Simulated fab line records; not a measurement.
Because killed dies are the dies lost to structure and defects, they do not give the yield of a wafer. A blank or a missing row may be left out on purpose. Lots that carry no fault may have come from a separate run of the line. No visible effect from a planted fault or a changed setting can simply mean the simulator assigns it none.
Which tool is to blame? -- flow n5 finfet -- 60 wafers from 20 lots sampled at 3 of the route's 1938 steps

WHAT THE GAUGES SHOWED, per wafer
N5_BEOL_M6_RS_MEAS_57: the measuring method here is four-point-probe. Usual: M6_RS gives 0.286 ohm/sq (standard deviation 0.0099).
lot,measured,on,M6_RS (ohm/sq),flag
L074,day 9 06:25,film metro-01,0.286 0.275 0.288,
L075,day 9 15:56,film metro-01,0.263 0.292 0.274,
L076,day 9 23:38,film metro-02,0.301 0.290 0.299,
L077,day 10 05:42,film metro-01,0.286 0.304 0.279,
L079,day 10 06:43,film metro-01,0.298 0.302 0.285,
L078,day 10 11:29,film metro-01,0.266 0.287 0.290,
L080,day 10 23:52,film metro-02,0.276 0.282 0.286,
L081,day 11 04:44,film metro-01,0.293 0.300 0.286,
L083,day 11 18:28,film metro-02,0.286 0.296 0.284,
L085,day 11 19:35,film metro-01,0.284 0.303 0.287,
L084,day 12 01:54,film metro-02,0.286 0.275 0.290,
L088,day 12 02:57,film metro-02,0.285 0.287 0.279,
L086,day 12 06:50,film metro-02,0.288 0.284 0.286,
L089,day 13 01:49,film metro-02,0.293 0.294 0.290,
L090,day 13 06:40,film metro-02,0.304 0.308 0.288,
L092,day 14 03:53,film metro-01,0.304 0.288 0.281,
L096,day 14 05:33,film metro-02,0.269 0.287 0.270,
L093,day 14 05:56,film metro-02,0.273 0.279 0.273,
L095,day 15 01:12,film metro-02,0.286 0.292 0.285,
L097,day 15 05:47,film metro-01,0.288 0.295 0.290,

N5_BEOL_M7_INSPECT_13: inspects for defects (brightfield). Usual: raw defect count 395, standard deviation 83.
lot,measured,on,raw defect count,flag
L074,day 9 08:54,defect inspect-01,270 341 299,
L075,day 9 18:23,defect inspect-01,400 378 551,
L076,day 10 03:45,defect inspect-02,659 408 611,
L077,day 10 09:19,defect inspect-02,464 392 522,
L079,day 10 09:34,defect inspect-02,486 411 407,
L078,day 10 13:22,defect inspect-02,400 363 339,
L080,day 11 01:59,defect inspect-02,401 491 498,
L081,day 11 09:31,defect inspect-02,400 366 328,
L083,day 11 19:55,defect inspect-02,379 571 400,
L085,day 11 21:19,defect inspect-02,362 463 446,
L084,day 12 05:17,defect inspect-01,327 308 371,
L088,day 12 05:41,defect inspect-02,521 404 446,
L086,day 12 08:59,defect inspect-01,427 417 392,
L089,day 13 05:03,defect inspect-01,266 265 409,
L090,day 13 08:55,defect inspect-02,302 377 364,
L092,day 14 05:59,defect inspect-01,423 353 333,
L096,day 14 07:58,defect inspect-01,245 296 300,
L093,day 14 08:11,defect inspect-01,263 385 312,
L095,day 15 04:11,defect inspect-01,483 338 436,
L097,day 15 08:40,defect inspect-01,336 336 352,

WHAT TOOL EACH LOT RAN ON (gives the tool, then ch and the chambers of the sampled wafers, and finally the start)
lot,N5_BEOL_M6_DEGAS_44
L074,"pvd sputter-02, day 9 03:26"
L075,"pvd sputter-02, day 9 14:07"
L076,"pvd sputter-01, day 9 20:13"
L077,"pvd sputter-01, day 10 03:54"
L079,"pvd sputter-02, day 10 04:37"
L078,"pvd sputter-03, day 10 09:16"
L080,"pvd sputter-03, day 10 22:20"
L081,"pvd sputter-01, day 11 02:34"
L083,"pvd sputter-02, day 11 16:25"
L085,"pvd sputter-02, day 11 17:13"
L084,"pvd sputter-01, day 11 23:13"
L088,"pvd sputter-03, day 12 00:07"
L086,"pvd sputter-01, day 12 04:50"
L089,"pvd sputter-03, day 12 21:56"
L090,"pvd sputter-01, day 13 04:54"
L092,"pvd sputter-03, day 14 02:02"
L096,"pvd sputter-01, day 14 02:49"
L093,"pvd sputter-01, day 14 03:17"
L095,"pvd sputter-01, day 14 23:13"
L097,"pvd sputter-03, day 15 04:02"
- N5_BEOL_M6_DEGAS_44: time 60 s.

AS READ BY THE TOOLS THEMSELVES (means over the sampled wafers that have a number; for cases with no such wafer, the mark the record gives instead)
N5_BEOL_M6_DEGAS_44. Usual: heater power w 365 W, standard deviation 27.
lot,tool,heater power w (W),flag
L074,pvd sputter-02,338,
L075,pvd sputter-02,337,
L076,pvd sputter-01,380,
L077,pvd sputter-01,366,
L079,pvd sputter-02,343,
L078,pvd sputter-03,368,
L080,pvd sputter-03,351,
L081,pvd sputter-01,371,
L083,pvd sputter-02,344,
L085,pvd sputter-02,346,
L084,pvd sputter-01,380,
L088,pvd sputter-03,388,
L086,pvd sputter-01,379,
L089,pvd sputter-03,360,
L090,pvd sputter-01,394,
L092,pvd sputter-03,345,
L096,pvd sputter-01,387,
L093,pvd sputter-01,390,
L095,pvd sputter-01,394,
L097,pvd sputter-03,365,

THE ANSWER, worked out from the rows above alone
Rule: a lot counts as off when the mean over its wafers that have a number is more than 3 standard deviations away from the usual mean. A lot without any number at a reading at which 4 lots or more have one is off too. Any other lot the step has rows for is counted as sound. The gauges are gone through in route order, then the tools' own readings, and for those a lot's mean is taken as printed above. The first step at which some lot is off is used, and at that step the reading that is off furthest; a lot without a number counts as furthest.
Nothing can be told from this: no lot is off at any reading shown.

WHAT THE SIMULATOR PUT IN
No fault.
